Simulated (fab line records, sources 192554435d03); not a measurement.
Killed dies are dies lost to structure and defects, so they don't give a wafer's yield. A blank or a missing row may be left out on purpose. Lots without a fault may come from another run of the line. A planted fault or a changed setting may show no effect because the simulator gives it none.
Chamber matching | flow n5_finfet | N5_BEOL_M7_VIA_ETCH_34 on rie_diel-05: 4 sister chambers
The step etches SiCOH lowk in C4F6/O2, target depth 125.5 nm, time 50.5 s. 4 wafers are shown with their chamber, then 8 later ones without.

WAFERS WITH THEIR CHAMBER
wafer  | chamber | throttle_valve_pct (%)
L084.2 | 3       | 20.59
L084.5 | 0       | 21.36
L084.6 | 1       | 21.02
L093.2 | 2       | 20.86

WAFERS WITHOUT THEIR CHAMBER
wafer  | throttle_valve_pct (%)
L093.3 | 20.60
L093.4 | 21.36
L094.1 | 21.06
L094.4 | 21.38
L094.5 | 20.61
L096.1 | 20.86
L096.5 | 20.61
L096.6 | 20.87

WHICH CHAMBER EACH WENT THROUGH
wafer  | from the rows above | in truth
L093.3 | 3                   | 3
L093.4 | 0                   | 0
L094.1 | 1                   | 1
L094.4 | 0                   | 0
L094.5 | 3                   | 3
L096.1 | 2                   | 2
L096.5 | 3                   | 3
L096.6 | 2                   | 2
Placed correctly: 8 of 8. Can't be placed from these rows: 0. Placed wrongly: 0.
How it was worked out, from the rows above alone: a wafer's distance from a chamber is the root of the sum, over the readings, of the square of ((its reading less the chamber's mean) divided by the reading's scatter). The wafer belongs to the nearest chamber; if the next one is less than 2 further off, it can't be placed. A chamber's mean is the mean of its shown wafers. The scatter: with one shown wafer a chamber, the root of the mean of the squares of how far each hidden wafer lies from its nearest shown one.
